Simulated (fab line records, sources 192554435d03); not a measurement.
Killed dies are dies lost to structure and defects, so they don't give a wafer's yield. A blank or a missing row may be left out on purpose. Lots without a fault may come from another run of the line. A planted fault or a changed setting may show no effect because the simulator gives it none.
fab line records | flow n5_finfet
record lots=10 wafers=30 last_day=18
route steps=1938 shown BEOL_M1@836 BEOL_M2@854 BEOL_M4@1111 PASSIVATION@1936
lots that met no fault: from a run of the same line without faults
start_h: hours from the record's first day to the start of the lot's first wafer shown | wait_h: hours since the lot's step before | " the same as in the row above | L1.1+2: a row that stands for several wafers | - no value, or no start given | * or withheld: withheld | < > ~ a bound
route shown NAME@n: a module of which the file shows steps, and the number in the route of the first | usual: mean/standard deviation of fault-free wafers | same: alike in all rows | chamber/n: place in a boat | sites: the reading at each site | _std_site: their standard deviation | _edge_site: outer sites' mean less inner sites' | radius_mm: how far each site lies from the wafer's centre | mask NAME#n: copy n | behind: the tool/chamber that last shaped the wafer | hold: why the lot was held/for how many hours/how that ended | device: the transistor (n, p or np) that didn't switch | end of line: the same wafers' tests at the end of the route | a step without rows: its recipe alone | killed: dies lost to structure and defects at the first sort, not the wafer's yield | map: a wafer's dies, x killed, . not, _ none there
set.NAME: the setting as run; set.NAME@STEP: as run at that earlier step | model.NAME: the simulator's own value behind a step, which no gauge read
steps of the route over a sample of lots; a table a step, a row a wafer
services: from which hour (start_h, from the record's first day; less than 0 if before it) a tool's chamber was out of use, for how many hours, and why
## steps
# step N5_BEOL_M1_CO_CAP_55
# recipe material=Co target_thk_a=20 temp_c=200 precursor=CCTBA/H2 pressure_torr=30 time_s=102.1
# usual heater_power_outer_w=120/8.8 heater_power_w=226/20
# columns lot.wafer tool chamber start_h wait_h heater_power_outer_w heater_power_w
L234.1 cvd_co-01 0 145.42 0.0 121 214
L234.2 " 2 " " 126 236
L234.6 " 2 " " 130 242
L236.2 cvd_co-02 2 148.93 0.0 122 239
L236.5 " 1 " " 116 220
L236.6 " 2 " " 121 238
L238.2 cvd_co-02 1 154.64 0.0 112 215
L238.5 " 0 " " 107 194
L238.6 " 1 " " 115 212
L241.2 cvd_co-02 2 184.16 0.0 123 237
L241.4 " 0 " " 105 194
L241.5 " 1 " " 114 222
L248.1 cvd_co-01 1 242.91 0.0 131 251
L248.5 " 2 " " 130 242
L248.6 " 1 " " 130 249
L247.3 cvd_co-02 2 243.18 0.0 123 239
L247.5 " 2 " " 124 244
L247.6 " 0 " " 108 194
L251.3 cvd_co-02 1 246.56 0.0 118 220
L251.4 " 1 " " 114 223
L251.5 " 0 " " 107 198
L253.1 cvd_co-01 0 251.00 0.0 120 212
L253.2 " 1 " " 127 249
L253.5 " 1 " " 131 253
L254.2 cvd_co-02 1 266.35 0.0 118 222
L254.3 " 0 " " 105 202
L254.6 " 1 " " 117 214
L255.4 cvd_co-01 2 269.48 0.0 129 246
L255.5 " 1 " " 130 250
L255.6 " 0 " " 121 211
# step N5_BEOL_M2_CD_MEAS_11
# recipe target_cd_nm=16.79 landing_energy_ev=500 detector=se_inlens polarity=opening
# usual cd_nm=16.83/0.21
# columns lot.wafer tool chamber start_h wait_h cd_nm
L234.1 cd_sem-03 0 146.34 - 16.83
L234.2 " 0 " " 17.34
L234.6 " 0 " " 17.10
L236.2 cd_sem-01 0 150.04 - 16.55
L236.5 " 0 " " 16.91
L236.6 " 0 " " 16.52
L238.2 cd_sem-03 0 156.34 - 16.99
L238.5 " 0 " " 16.85
L238.6 " 0 " " 17.22
L241.2 cd_sem-03 0 185.17 - 16.82
L241.4 " 0 " " 16.64
L241.5 " 0 " " 16.77
L248.1 cd_sem-02 0 244.18 - 16.84
L248.5 " 0 " " 16.75
L248.6 " 0 " " 16.53
L247.3 cd_sem-02 0 244.37 - 16.95
L247.5 " 0 " " 16.65
L247.6 " 0 " " 16.59
L251.3 cd_sem-03 0 249.87 - 16.54
L251.4 " 0 " " 16.79
L251.5 " 0 " " 16.63
L253.1 cd_sem-01 0 253.38 - 16.54
L253.2 " 0 " " 16.87
L253.5 " 0 " " 16.83
L254.2 cd_sem-02 0 267.28 - 17.03
L254.3 " 0 " " 16.73
L254.6 " 0 " " 16.26
L255.4 cd_sem-03 0 271.02 - 16.85
L255.5 " 0 " " 16.95
L255.6 " 0 " " 16.51
# step N5_BEOL_M2_OVL_MEAS_12
# recipe points_per_wafer=522
# usual M2_OVL=-0.7/0.81
# columns lot.wafer tool chamber start_h wait_h M2_OVL[nm]
L234.1 overlay-02 0 146.37 0.0 0.7
L234.2 " 0 " " 0.1
L234.6 " 0 " " 0.3
L236.2 overlay-01 0 150.08 0.0 0.6
L236.5 " 0 " " -1.0
L236.6 " 0 " " 1.6
L238.2 overlay-01 0 156.37 0.0 -1.4
L238.5 " 0 " " -2.2
L238.6 " 0 " " -2.3
L241.2 overlay-02 0 185.21 0.0 -1.6
L241.4 " 0 " " -0.4
L241.5 " 0 " " -0.6
L248.1 overlay-01 0 244.21 0.0 -0.8
L248.5 " 0 " " 0.8
L248.6 " 0 " " -0.8
L247.3 overlay-01 0 244.41 0.0 -1.6
L247.5 " 0 " " -1.0
L247.6 " 0 " " -1.5
L251.3 overlay-02 0 249.91 0.0 -1.4
L251.4 " 0 " " -2.0
L251.5 " 0 " " -0.9
L253.1 overlay-01 0 253.42 0.0 -0.1
L253.2 " 0 " " 0.3
L253.5 " 0 " " 0.3
L254.2 overlay-01 0 267.31 0.0 -0.3
L254.3 " 0 " " -0.4
L254.6 " 0 " " -0.7
L255.4 overlay-01 0 271.06 0.0 -0.5
L255.5 " 0 " " -0.9
L255.6 " 0 " " -1.1
# step N5_BEOL_M2_ETCH_74
# recipe chemistry=N2/H2 target=underlayer target_depth_a=65 mask_material=CAR-EUV time_s=5.2 ion_energy_ev=200 pressure_mtorr=30 source_w=840 bias_w=150 n2_flow_sccm=200 h2_flow_sccm=200 ends=cleared
# usual bias_w=149.9/0.4 drypump_motor_current_A=5.6/0.32 etch_rf_on_time_s=5.23/0.084 oes_product_au=0.69/0.072 rf_vpp_V=524/3 showerhead_plenum_p_Torr=2.55/0.1 throttle_valve_pct=17.86/0.25
# columns lot.wafer tool chamber start_h wait_h bias_w drypump_motor_current_A etch_rf_on_time_s oes_product_au rf_hours_counter_h rf_vpp_V showerhead_plenum_p_Torr throttle_valve_pct
L234.1 rie_diel-03 0 146.71 0.0 149.8 5.3 5.21 0.82 8 529 2.71 17.61
L234.2 " 1 " " 149.8 6.1 5.31 0.77 31 528 2.70 17.93
L234.6 " 0 " " 149.4 5.3 5.22 0.80 - 531 2.71 17.61
L236.2 rie_diel-01 0 150.50 0.0 149.5 5.7 5.35 0.65 135 521 2.45 17.86
L236.5 " 3 " " 149.3 5.5 5.15 0.72 - 523 2.46 17.83
L236.6 " 2 " " 149.3 5.9 5.40 0.62 - 523 2.53 18.05
L238.2 rie_diel-01 1 156.50 0.0 150.5 6.0 8.82 0.51 129 520 2.45 17.80
L238.5 " 3 " " 149.8 5.4 5.02 0.71 - 521 2.46 17.85
L238.6 " 2 " " 149.7 5.9 5.27 0.62 - 526 2.53 18.09
L241.2 rie_diel-01 1 185.33 0.0 150.8 5.9 9.06 0.50 139 522 2.45 17.84
L241.4 " 0 " " 149.6 5.7 9.38 0.49 147 523 2.44 17.79
L241.5 " 2 " " 149.8 5.9 5.36 0.61 - 524 2.52 18.09
L248.1 rie_diel-01 0 244.35 0.0 150.2 5.7 5.32 0.64 166 520 2.43 17.90
L248.5 " 0 " " 150.1 5.7 5.31 0.63 - 521 2.43 17.87
L248.6 " 1 " " 150.3 6.0 5.15 0.63 - 521 2.44 17.89
L247.3 rie_diel-01 1 244.71 0.0 149.5 6.0 5.11 0.64 160 521 2.44 17.87
L247.5 " 1 " " 150.1 6.0 5.17 0.64 - 521 2.44 17.88
L247.6 " 0 " " 150.1 5.7 5.27 0.65 - 521 2.43 17.88
L251.3 rie_diel-05 1 250.02 0.0 149.9 5.8 5.15 0.77 30 522 2.49 17.63
L251.4 " 3 " " 150.1 5.5 5.21 0.73 58 529 2.69 17.61
L251.5 " 3 " " 149.8 5.6 5.20 0.74 - 527 2.69 17.62
L253.1 rie_diel-05 2 253.55 0.0 149.9 4.9 5.19 0.74 57 523 2.58 17.50
L253.2 " 0 " " 149.8 5.6 5.31 0.62 190 523 2.54 18.15
L253.5 " 1 " " 150.3 5.8 5.16 0.77 - 523 2.49 17.63
L254.2 rie_diel-03 2 267.43 0.0 150.2 5.5 5.31 0.57 251 527 2.61 18.36
L254.3 " 0 " " 149.7 5.3 5.28 0.74 47 528 2.69 17.64
L254.6 " 1 " " 150.4 6.0 5.32 0.72 - 528 2.69 17.99
L255.4 rie_diel-01 0 271.25 0.0 150.5 5.6 5.30 0.63 176 520 2.43 17.90
L255.5 " 1 " " 149.8 6.0 5.12 0.63 - 520 2.43 17.87
L255.6 " 0 " " 149.6 5.7 5.27 0.62 - 519 2.43 17.91
# step N5_BEOL_M4_RC_MEAS_101
# usual DIBL_N=36.0/1.4 DIBL_P=36.0/1.5 IOFF_N=0.160/0.026 IOFF_P=0.22/0.032 ION_N=674/10 ION_P=464/6.9 SS_N=71.5/0.56 SS_P=73.3/0.59 VT_N=249.5/2.9 VT_P=-249.2/3
# columns lot.wafer tool chamber start_h wait_h DIBL_N[mV/V] DIBL_P[mV/V] IOFF_N[nA/um] IOFF_P[nA/um] ION_N[uA/um] ION_P[uA/um] SS_N[mV/dec] SS_P[mV/dec] VT_N[mV] VT_P[mV]
L234.1 prober-01 0 172.67 0.0 37.1 37.0 0.186 0.24 685 474 71.4 73.7 249.1 -249.0
L234.2 " 0 " " 37.8 38.3 0.199 0.27 681 468 72.0 74.5 247.7 -246.5
L234.6 " 0 " " 38.5 38.9 0.214 0.27 680 470 72.2 74.3 242.8 -246.3
L236.2 prober-02 0 196.13 0.2 34.0 34.5 0.129 0.17 667 456 71.3 73.1 251.9 -254.0
L236.5 " 0 " " 35.6 36.2 0.137 0.19 657 454 70.8 73.3 253.3 -251.9
L236.6 " 0 " " 35.1 34.8 0.138 0.18 666 458 71.4 72.8 250.5 -252.5
L238.2 prober-02 0 197.06 0.7 34.4 36.0 0.129 0.18 660 459 71.4 74.3 254.7 -253.7
L238.5 " 0 " " 33.6 34.4 0.118 0.16 654 457 71.1 72.7 255.0 -254.2
L238.6 " 0 " " 35.7 36.4 0.143 0.19 663 458 71.0 72.5 252.9 -252.2
L241.2 prober-01 0 240.59 0.2 37.0 37.4 0.173 0.24 672 460 71.3 73.4 248.8 -248.9
L241.4 " 0 " " 38.4 39.4 0.217 0.28 690 474 72.0 74.1 242.0 -247.5
L241.5 " 0 " " 35.7 36.7 0.169 0.24 686 470 71.2 73.6 250.9 -247.7
L248.1 prober-01 0 284.90 0.0 36.9 36.8 0.178 0.24 677 468 71.4 73.6 247.9 -247.4
L248.5 " 0 " " 37.2 37.7 0.199 0.27 685 471 71.4 74.1 243.8 -247.6
L248.6 " 0 " " 36.4 36.2 0.161 0.23 680 465 71.2 73.2 248.5 -247.3
L247.3 prober-02 0 293.72 0.3 36.5 36.8 0.181 0.23 678 463 71.9 73.9 248.3 -249.7
L247.5 " 0 " " 36.1 36.7 0.173 0.23 678 458 71.7 74.2 249.1 -248.9
L247.6 " 0 " " 36.8 36.7 0.197 0.22 692 471 71.7 74.0 245.8 -250.7
L251.3 prober-02 0 300.88 0.3 36.8 36.1 0.154 0.24 674 471 71.7 73.6 249.6 -247.6
L251.4 " 0 " " 36.8 35.8 0.155 0.24 669 465 71.5 73.3 247.5 -247.5
L251.5 " 0 " " 38.4 38.4 0.194 0.29 683 471 72.4 74.0 245.5 -243.6
L254.2 prober-02 0 307.85 0.2 36.9 37.2 0.193 0.25 681 468 72.2 73.8 246.9 -249.1
L254.3 " 0 " " 32.7 32.8 0.125 0.17 667 462 71.1 72.2 252.0 -252.9
L254.6 " 0 " " 36.4 36.9 0.185 0.23 674 456 71.6 74.1 246.7 -248.4
L253.1 prober-02 0 316.32 0.0 34.9 34.5 0.154 0.24 668 468 71.9 73.2 248.0 -244.9
L253.2 " 0 " " 36.6 36.5 0.198 0.27 701 481 71.5 73.9 244.7 -246.3
L253.5 " 0 " " 37.7 38.0 0.215 0.29 684 476 72.0 74.5 245.2 -243.9
L255.4 prober-02 0 323.27 0.5 35.6 36.2 0.162 0.23 684 475 70.9 73.4 247.1 -247.2
L255.5 " 0 " " 35.2 35.8 0.156 0.22 686 474 71.2 72.5 247.3 -246.0
L255.6 " 0 " " 36.3 36.8 0.168 0.23 684 471 70.6 73.9 246.5 -246.6
# step N5_PASSIVATION_PROBE_49
# usual defect_limited_yield=91.2/1.2 killed_at_M0_to_M3=34/9.9 killed_at_M4_up=14/5.7 killed_at_contacts=13/6.3 killed_at_front_end=39/9.9 killed_at_other=3.7/2.8 killed_dies=104/15 killed_on_rim=14/3.8 killed_open=68/12 killed_short=34/6.7 sort_bin_5_function=5.2/0.9 sort_bin_6_memory=3.3/0.57 sort_n_pass=1076/15 sort_yield_pct=91.2/1.2
# same gross_dies=1180 killed_at_back_side=0 sort_bin_4_leakage[%]=0 sort_bin_8_speed[%]=0
# columns lot.wafer tool chamber start_h wait_h defect_limited_yield[%] killed_at_M0_to_M3 killed_at_M4_up killed_at_contacts killed_at_front_end killed_at_other killed_dies killed_on_rim killed_open killed_short sort_bin_5_function[%] sort_bin_6_memory[%] sort_n_pass sort_yield_pct[%]
L234.1 prober-01 - 287.94 0.0 89.5 46 21 12 43 2 124 12 72 52 6.0 4.1 1056 89.5
L234.2 prober-01 - 287.99 0.1 92.3 33 12 19 25 2 91 12 61 29 4.6 3.0 1089 92.3
L234.6 prober-01 - 288.19 0.3 90.1 33 26 8 47 3 117 27 71 44 5.5 4.0 1063 90.1
L236.2 prober-02 - 303.35 0.1 90.5 38 10 16 43 5 112 12 73 37 5.8 3.6 1068 90.5
L236.5 prober-02 - 303.50 0.2 88.8 36 10 20 63 3 132 18 87 44 6.9 3.9 1048 88.8
L236.6 prober-02 - 303.55 0.3 88.1 49 12 23 48 8 140 21 90 46 6.4 4.9 1040 88.1
L238.2 prober-01 - 307.96 0.1 90.4 28 13 16 52 4 113 13 79 32 6.3 2.8 1067 90.4
L238.5 prober-01 - 308.11 0.2 90.7 36 10 14 47 3 110 17 73 28 5.5 3.2 1070 90.7
L238.6 prober-01 - 308.16 0.3 89.9 33 7 26 46 7 119 14 81 34 6.1 3.8 1061 89.9
L241.2 prober-02 - 340.76 0.1 93.3 19 7 8 40 5 79 6 49 30 4.3 2.1 1101 93.3
L241.4 prober-02 - 340.86 0.2 90.9 43 12 9 41 2 107 16 59 46 5.3 3.5 1073 90.9
L241.5 prober-02 - 340.91 0.2 91.0 43 16 15 28 4 106 17 79 26 4.8 3.8 1074 91.0
L248.1 prober-01 - 391.30 0.0 92.1 33 12 18 27 3 93 12 63 30 5.1 2.8 1087 92.1
L248.5 prober-01 - 391.50 0.2 90.8 42 13 5 47 1 108 17 72 36 4.9 3.9 1072 90.8
L248.6 prober-01 - 391.55 0.3 91.4 45 13 7 33 4 102 15 69 32 4.7 3.6 1078 91.4
L247.3 prober-01 - 410.68 0.1 91.9 36 12 9 35 4 96 12 68 26 5.1 2.7 1084 91.9
L247.5 prober-01 - 410.78 0.2 92.0 28 12 24 24 6 94 15 61 32 4.7 3.1 1086 92.0
L247.6 prober-01 - 410.83 0.3 91.5 50 8 13 28 1 100 20 63 36 4.6 3.4 1080 91.5
L253.1 prober-01 - 418.89 0.0 92.1 27 17 18 31 0 93 13 70 21 4.9 3.0 1087 92.1
L253.2 prober-01 - 418.94 0.1 90.4 25 22 26 32 8 113 17 87 25 5.2 4.2 1067 90.4
L253.5 prober-01 - 419.09 0.2 93.1 25 14 13 26 3 81 13 59 20 4.3 2.5 1099 93.1
L251.3 prober-01 - 422.77 0.1 93.0 30 9 9 34 1 83 13 55 26 4.2 2.5 1097 93.0
L251.4 prober-01 - 422.82 0.2 90.4 38 18 11 42 4 113 13 64 48 6.2 3.2 1067 90.4
L251.5 prober-01 - 422.87 0.2 90.9 38 18 15 31 5 107 13 67 36 5.1 3.7 1073 90.9
L254.2 prober-01 - 423.02 0.1 91.6 31 19 12 34 3 99 15 63 32 5.4 2.6 1081 91.6
L254.3 prober-01 - 423.07 0.2 93.2 19 11 7 35 8 80 8 40 38 3.6 3.0 1100 93.2
L254.6 prober-01 - 423.22 0.3 93.3 16 23 12 26 2 79 7 47 29 3.9 2.5 1101 93.3
L255.4 prober-01 - 430.84 0.2 91.4 44 16 11 29 2 102 11 68 29 5.3 3.0 1078 91.4
L255.5 prober-01 - 430.89 0.2 91.0 33 16 26 31 0 106 21 78 26 5.0 3.8 1074 91.0
L255.6 prober-01 - 430.94 0.3 91.7 28 18 6 44 2 98 8 61 28 4.7 2.9 1082 91.7
# killed by level:class
L234.1 MOL_CONTACT_COAG:geometric_particle:open=12 FIN_SAQP:geometric_particle:short=11 BEOL_M0_SAQP:geometric_particle:open=11 BEOL_M1:geometric_particle:open=10 BEOL_M4:geometric_particle:open=10 STI_FIN_REVEAL:geometric_particle:open=9 BEOL_M0_SAQP:geometric_particle:short=9 FIN_SAQP:geometric_particle:open=8
L234.2 MOL_CONTACT_COAG:geometric_particle:open=15 FIN_SAQP:geometric_particle:short=8 BEOL_M0_SAQP:geometric_particle:short=7 BEOL_M0_SAQP:geometric_particle:open=7 BEOL_M3:geometric_particle:open=6 STI_FIN_REVEAL:geometric_particle:open=5 MOL_CONTACT_COAG:geometric_particle:short=4 BEOL_M1:geometric_particle:open=4
L234.6 BEOL_M4:geometric_particle:open=13 FIN_SAQP:geometric_particle:short=10 BEOL_M3:geometric_particle:open=10 BEOL_M2:geometric_particle:open=8 MOL_CONTACT_COAG:geometric_particle:open=7 DUMMY_GATE:geometric_particle:open=6 BEOL_M4:geometric_particle:short=6 FIN_SAQP:geometric_particle:open=5
L236.2 BEOL_M0_SAQP:geometric_particle:open=14 FIN_SAQP:geometric_particle:open=12 MOL_CONTACT_COAG:geometric_particle:open=11 BEOL_M0_SAQP:geometric_particle:short=10 BEOL_M1:geometric_particle:open=7 FIN_SAQP:geometric_particle:short=6 STI_FIN_REVEAL:geometric_particle:open=5 MOL_CONTACT_COAG:geometric_particle:short=5
L236.5 FIN_SAQP:geometric_particle:open=30 FIN_SAQP:geometric_particle:short=16 MOL_CONTACT_COAG:geometric_particle:open=16 BEOL_M0_SAQP:geometric_particle:open=15 BEOL_M0_SAQP:geometric_particle:short=11 BEOL_M1:geometric_particle:open=5 DUMMY_GATE:geometric_particle:open=4 MOL_CONTACT_COAG:geometric_particle:short=4
L236.6 BEOL_M0_SAQP:geometric_particle:open=22 MOL_CONTACT_COAG:geometric_particle:open=20 BEOL_M0_SAQP:geometric_particle:short=13 FIN_SAQP:geometric_particle:open=11 FIN_SAQP:geometric_particle:short=5 STARTING-WAFER:geometric_particle:open=5 BEOL_M1:geometric_particle:open=5 DUMMY_GATE:geometric_particle:open=4
L238.2 STI_FIN_REVEAL:geometric_particle:open=16 MOL_CONTACT_COAG:geometric_particle:open=12 BEOL_M2:geometric_particle:open=12 BEOL_M4:geometric_particle:open=7 FIN_SAQP:geometric_particle:open=6 DUMMY_GATE:geometric_particle:open=6 STI_FIN_REVEAL:geometric_particle:short=6 ILD0:geometric_particle:open=4
L238.5 MOL_CONTACT_COAG:geometric_particle:open=13 STI_FIN_REVEAL:geometric_particle:open=12 BEOL_M0_SAQP:geometric_particle:short=10 BEOL_M0_SAQP:geometric_particle:open=8 FIN_SAQP:geometric_particle:open=7 BEOL_M3:geometric_particle:open=7 BEOL_M2:geometric_particle:open=6 STARTING-WAFER:geometric_particle:open=5
L238.6 MOL_CONTACT_COAG:geometric_particle:open=20 STI_FIN_REVEAL:geometric_particle:open=17 FIN_SAQP:geometric_particle:open=7 MOL_CONTACT_COAG:geometric_particle:short=6 BEOL_M0_SAQP:geometric_particle:short=5 BEOL_M0_SAQP:geometric_particle:open=5 BEOL_M1:geometric_particle:open=5 BEOL_M3:geometric_particle:open=5
L241.2 FIN_SAQP:geometric_particle:short=10 BEOL_M0_SAQP:geometric_particle:open=8 MOL_CONTACT_COAG:geometric_particle:open=7 FIN_SAQP:geometric_particle:open=6 STARTING-WAFER:geometric_particle:open=6 BEOL_M1:geometric_particle:open=4 BEOL_M4:geometric_particle:open=4 STARTING-WAFER:geometric_particle:short=4
L241.4 FIN_SAQP:geometric_particle:short=18 BEOL_M2:geometric_particle:open=12 FIN_SAQP:geometric_particle:open=11 BEOL_M0_SAQP:geometric_particle:short=10 MOL_CONTACT_COAG:geometric_particle:open=7 BEOL_M0_SAQP:geometric_particle:open=7 BEOL_M4:geometric_particle:open=7 BEOL_M3:geometric_particle:open=5
L241.5 BEOL_M2:geometric_particle:open=14 MOL_CONTACT_COAG:geometric_particle:open=12 BEOL_M0_SAQP:geometric_particle:open=9 BEOL_M4:geometric_particle:open=9 STI_FIN_REVEAL:geometric_particle:open=7 FIN_SAQP:geometric_particle:short=6 BEOL_M0_SAQP:geometric_particle:short=6 FIN_SAQP:geometric_particle:open=4
L248.1 MOL_CONTACT_COAG:geometric_particle:open=14 BEOL_M2:geometric_particle:open=12 BEOL_M0_SAQP:geometric_particle:short=9 STI_FIN_REVEAL:geometric_particle:open=8 FIN_SAQP:geometric_particle:short=5 MOL_CONTACT_COAG:geometric_particle:short=4 BEOL_M0_SAQP:geometric_particle:open=4 BEOL_M1:geometric_particle:open=4
L248.5 STI_FIN_REVEAL:geometric_particle:open=18 BEOL_M2:geometric_particle:open=14 BEOL_M0_SAQP:geometric_particle:short=8 BEOL_M0_SAQP:geometric_particle:open=7 BEOL_M1:geometric_particle:open=6 FIN_SAQP:geometric_particle:open=5 STI_FIN_REVEAL:geometric_particle:short=5 GATE_CUT:geometric_particle:short=5
L248.6 BEOL_M0_SAQP:geometric_particle:open=12 BEOL_M0_SAQP:geometric_particle:short=11 STI_FIN_REVEAL:geometric_particle:open=9 MOL_CONTACT_COAG:geometric_particle:open=7 BEOL_M2:geometric_particle:open=7 BEOL_M3:geometric_particle:open=6 STARTING-WAFER:geometric_particle:short=6 BEOL_M1:geometric_particle:open=5
L247.3 BEOL_M2:geometric_particle:open=10 BEOL_M4:geometric_particle:open=7 MOL_CONTACT_COAG:geometric_particle:open=7 STI_FIN_REVEAL:geometric_particle:open=6 DUMMY_GATE:geometric_particle:open=6 BEOL_M3:geometric_particle:open=6 FIN_SAQP:geometric_particle:open=5 BEOL_M0:geometric_particle:open=5
L247.5 MOL_CONTACT_COAG:geometric_particle:open=17 BEOL_M0_SAQP:geometric_particle:short=9 MOL_CONTACT_COAG:geometric_particle:short=7 BEOL_M0_SAQP:geometric_particle:open=7 STI_FIN_REVEAL:geometric_particle:open=6 BEOL_M4:geometric_particle:open=6 FIN_SAQP:geometric_particle:open=5 FIN_SAQP:geometric_particle:short=4
L247.6 BEOL_M0_SAQP:geometric_particle:short=17 MOL_CONTACT_COAG:geometric_particle:open=13 BEOL_M2:geometric_particle:open=9 BEOL_M3:geometric_particle:open=8 BEOL_M0_SAQP:geometric_particle:open=7 BEOL_M4:geometric_particle:open=6 FIN_SAQP:geometric_particle:open=5 FIN_SAQP:geometric_particle:short=5
L253.1 MOL_CONTACT_COAG:geometric_particle:open=18 BEOL_M4:geometric_particle:open=8 BEOL_M0_SAQP:geometric_particle:open=7 BEOL_M2:geometric_particle:open=6 FIN_SAQP:geometric_particle:short=5 GATE_CUT:geometric_particle:open=5 BEOL_M0_SAQP:geometric_particle:short=5 STI_FIN_REVEAL:geometric_particle:open=4
L253.2 MOL_CONTACT_COAG:geometric_particle:open=24 BEOL_M4:geometric_particle:open=14 FIN_SAQP:geometric_particle:open=7 DUMMY_GATE:geometric_particle:open=5 GATE_CUT:geometric_particle:open=5 BEOL_M0_SAQP:geometric_particle:open=5 BEOL_M2:geometric_particle:open=5 PASS1_DEP:geometric_particle:short=4
L253.5 STI_FIN_REVEAL:geometric_particle:open=10 MOL_CONTACT_COAG:geometric_particle:open=8 BEOL_M3:geometric_particle:open=7 BEOL_M4:geometric_particle:open=7 MOL_CONTACT_COAG:geometric_particle:short=5 FIN_SAQP:geometric_particle:open=4 BEOL_M0_SAQP:geometric_particle:open=4 BEOL_M1:geometric_particle:open=4
L251.3 BEOL_M3:geometric_particle:open=10 STI_FIN_REVEAL:geometric_particle:open=9 MOL_CONTACT_COAG:geometric_particle:open=8 BEOL_M0_SAQP:geometric_particle:short=8 GATE_CUT:geometric_particle:short=7 DUMMY_GATE:geometric_particle:open=5 FIN_SAQP:geometric_particle:short=4 BEOL_M2:geometric_particle:open=4
L251.4 BEOL_M2:geometric_particle:open=10 FIN_SAQP:geometric_particle:short=9 GATE_CUT:geometric_particle:short=9 BEOL_M4:geometric_particle:open=9 MOL_CONTACT_COAG:geometric_particle:open=8 BEOL_M0_SAQP:geometric_particle:short=7 BEOL_M0_SAQP:geometric_particle:open=6 DUMMY_GATE:geometric_particle:open=4
L251.5 STI_FIN_REVEAL:geometric_particle:open=11 BEOL_M0_SAQP:geometric_particle:open=11 MOL_CONTACT_COAG:geometric_particle:open=11 BEOL_M0_SAQP:geometric_particle:short=9 BEOL_M1:geometric_particle:open=6 BEOL_M2:geometric_particle:open=5 BEOL_M4:geometric_particle:open=4 GATE_CUT:geometric_particle:short=4
L254.2 FIN_SAQP:geometric_particle:open=11 MOL_CONTACT_COAG:geometric_particle:open=11 BEOL_M0_SAQP:geometric_particle:short=10 BEOL_M4:geometric_particle:open=9 BEOL_M1:geometric_particle:open=7 BEOL_M0_SAQP:geometric_particle:open=5 STI_FIN_REVEAL:geometric_particle:open=4 ILD0:geometric_particle:short=4
L254.3 BEOL_M3:geometric_particle:open=11 FIN_SAQP:geometric_particle:short=8 STI_FIN_REVEAL:geometric_particle:open=8 GATE_CUT:geometric_particle:short=6 ILD0:geometric_particle:short=5 MOL_CONTACT_COAG:geometric_particle:open=5 STI_FIN_REVEAL:geometric_particle:short=4 BEOL_M4:geometric_particle:open=3
L254.6 MOL_CONTACT_COAG:geometric_particle:open=9 BEOL_M4:geometric_particle:open=7 FIN_SAQP:geometric_particle:short=6 STI_FIN_REVEAL:geometric_particle:open=4 BEOL_M0_SAQP:geometric_particle:open=4 BEOL_M4:geometric_particle:short=4 BEOL_M5:geometric_particle:open=4 FIN_SAQP:geometric_particle:open=3
L255.4 BEOL_M0_SAQP:geometric_particle:open=12 STI_FIN_REVEAL:geometric_particle:open=8 MOL_CONTACT_COAG:geometric_particle:open=8 BEOL_M0_SAQP:geometric_particle:short=7 BEOL_M2:geometric_particle:open=7 BEOL_M4:geometric_particle:open=7 DUMMY_GATE:geometric_particle:open=5 BEOL_M2:geometric_particle:short=5
L255.5 MOL_CONTACT_COAG:geometric_particle:open=16 BEOL_M1:geometric_particle:open=14 MOL_CONTACT_COAG:geometric_particle:short=10 STI_FIN_REVEAL:geometric_particle:open=9 BEOL_M2:geometric_particle:open=6 BEOL_M3:geometric_particle:open=6 BEOL_M4:geometric_particle:open=5 FIN_SAQP:geometric_particle:open=4
L255.6 STI_FIN_REVEAL:geometric_particle:open=9 BEOL_M1:geometric_particle:open=7 BEOL_M3:geometric_particle:open=6 HKMG_FIN:area_etch=6 BEOL_M0_SAQP:geometric_particle:open=5 BEOL_M4:geometric_particle:open=5 FIN_SAQP:geometric_particle:open=4 DUMMY_GATE:geometric_particle:open=4
## services
# columns tool chamber start_h hours kind
rie_diel-05 1 136.48 - clean
rie_diel-05 1 136.48 - consumable_replace:focus_ring
rie_diel-05 1 136.48 17.2 scheduled_down
rie_diel-05 1 136.48 17.2 vent_cycle
rie_diel-05 0 142.77 7.4 repair
rie_diel-03 1 153.77 12.3 repair
rie_diel-01 0 179.54 2.7 repair
rie_diel-01 - 185.01 0.2 repair
rie_diel-03 1 198.54 9.7 repair
cvd_co-02 2 205.70 4.9 repair
rie_diel-03 0 214.13 6.0 repair
cvd_co-01 2 218.70 4.2 repair
rie_diel-05 3 234.00 1.2 repair
rie_diel-05 0 236.22 7.6 repair
rie_diel-01 3 239.74 10.0 repair
rie_diel-05 3 258.31 4.0 repair
rie_diel-03 3 260.53 - clean
rie_diel-03 3 260.53 - consumable_replace:focus_ring
rie_diel-03 3 260.53 - consumable_replace:showerhead
cvd_co-02 - 265.09 1.0 repair
## key
first_sign step=N5_BEOL_M2_ETCH_74 reading=etch_rf_on_time_s direction=up sigmas=46 usual=* struck=*
effect step=N5_BEOL_M2_ETCH_74 reading=oes_product_au direction=down sigmas=2.6 usual=0.69 struck=0.50
met_at N5_BEOL_M2_ETCH_74
struck_lots L238,L241
struck_wafers L238.2,L241.2,L241.4
not_acting_at N5_BEOL_M1_CO_CAP_55,N5_BEOL_M2_CD_MEAS_11,N5_BEOL_M2_OVL_MEAS_12
onset_between 150.50 156.50
fault kind=process_parameter_drift tool=rie_diel-01 chamber=- onset_h=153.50 steps=N5_BEOL_M2_ETCH_74 channel=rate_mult offset=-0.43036 shape=step end_h=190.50 scope=struck_wafers_only
